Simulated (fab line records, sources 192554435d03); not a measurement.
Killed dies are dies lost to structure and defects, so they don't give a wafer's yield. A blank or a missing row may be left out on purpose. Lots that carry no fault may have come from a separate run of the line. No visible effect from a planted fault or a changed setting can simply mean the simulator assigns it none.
2 desks, one fault + flow n5_finfet + numbers are kept per desk, each desk with only its own; the story behind them comes last

## METROLOGY DESK
Lot by lot, what the gauges showed, no matter which tool ran the lot: averages of those sampled wafers that carry a number. The brackets show how far a lot's mean lies from the usual mean; more than 4 standard deviations puts the lot out of limits, marked OUT. 7 of its 10 readings are shown, namely those furthest out on some lot.
Columns: A = DIBL_N at N5_BEOL_M4_RC_MEAS_101, usual 36.4 mV/V; B = DIBL_P at N5_BEOL_M4_RC_MEAS_101, usual 36.4 mV/V; C = IOFF_N at N5_BEOL_M4_RC_MEAS_101, usual 0.164 nA/um; D = ION_N at N5_BEOL_M4_RC_MEAS_101, usual 675 uA/um; E = SS_P at N5_BEOL_M4_RC_MEAS_101, usual 73.3 mV/dec; F = VT_N at N5_BEOL_M4_RC_MEAS_101, usual 249.2 mV; G = VT_P at N5_BEOL_M4_RC_MEAS_101, usual -250.1 mV
| lot  | first seen here | A    | B    | C     | D   | E    | F     | G      |
|------|-----------------|------|------|-------|-----|------|-------|--------|
| L671 | day 8 12:26     | 35.9 | 37.2 | 0.166 | 682 | 73.5 | 248.4 | -249.9 |
| L675 | day 9 12:56     | 36.6 | 38.4 | 0.170 | 677 | 73.3 | 249.9 | -249.5 |
| L677 | day 9 21:47     | 35.7 | 38.1 | 0.154 | 668 | 73.8 | 251.7 | -245.5 |
| L678 | day 10 00:44    | 38.5 | 36.2 | 0.181 | 677 | 73.3 | 247.2 | -248.4 |
| L686 | day 12 08:25    | 37.8 | 38.5 | 0.225 | 699 | 74.1 | 245.0 | -248.2 |
| L688 | day 12 10:05    | 34.4 | 35.2 | 0.135 | 673 | 73.0 | 251.8 | -252.5 |
| L687 | day 12 12:46    | 37.0 | 36.8 | 0.173 | 677 | 73.9 | 246.5 | -248.3 |
| L692 | day 13 15:23    | 37.3 | 36.7 | 0.174 | 676 | 73.9 | 249.2 | -250.6 |
This desk found nothing out of limits on any of the 8 lots.

## THE TOOL OWNER'S DESK: litho_track-03
The tool's own readings at N5_BEOL_M4_COAT_76 (time 60 s, resist thk 5 nm): means of the sampled wafers that have a number, for each lot that ran on this tool. The brackets show how far a lot's mean lies from the usual mean; more than 4 standard deviations puts the lot out of limits, marked OUT.
Columns: A = spin_speed_rpm at N5_BEOL_M4_COAT_76, usual 1500.2 rpm
| lot  | first seen here | A                        |
|------|-----------------|--------------------------|
| L671 | day 8 04:44     | 1499.6                   |
| L678 | day 9 16:40     | 1500.3                   |
| L686 | day 12 00:29    | 1339.8 (-99 or more) OUT |
| L688 | day 12 03:49    | 1339.0 (-99 or more) OUT |
| L687 | day 12 04:42    | 1338.6 (-99 or more) OUT |
This desk finds L686, L687, L688 out of limits, L686 being first, at day 12 00:29 (spin_speed_rpm at N5_BEOL_M4_COAT_76). L671, L678 stayed within limits.

## BROUGHT TOGETHER
At day 12 00:29, on L686, L687, L688, the tool owner's desk was in a position to raise an alarm.
Nothing out of limits was seen by the metrology desk.
The metrology desk has L686, L687, L688 on record, within its limits.
Every lot named ran N5_BEOL_M4_COAT_76 on litho_track-03.

## WHAT THE SIMULATOR HAD INSERTED
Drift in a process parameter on litho_track-03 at N5_BEOL_M4_COAT_76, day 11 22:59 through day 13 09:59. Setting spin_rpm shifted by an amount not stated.
Lots struck among those shown: L686, L687, L688.
Delay in hours, fault start to first out-of-limits reading, by desk: the tool owner's desk at 2.
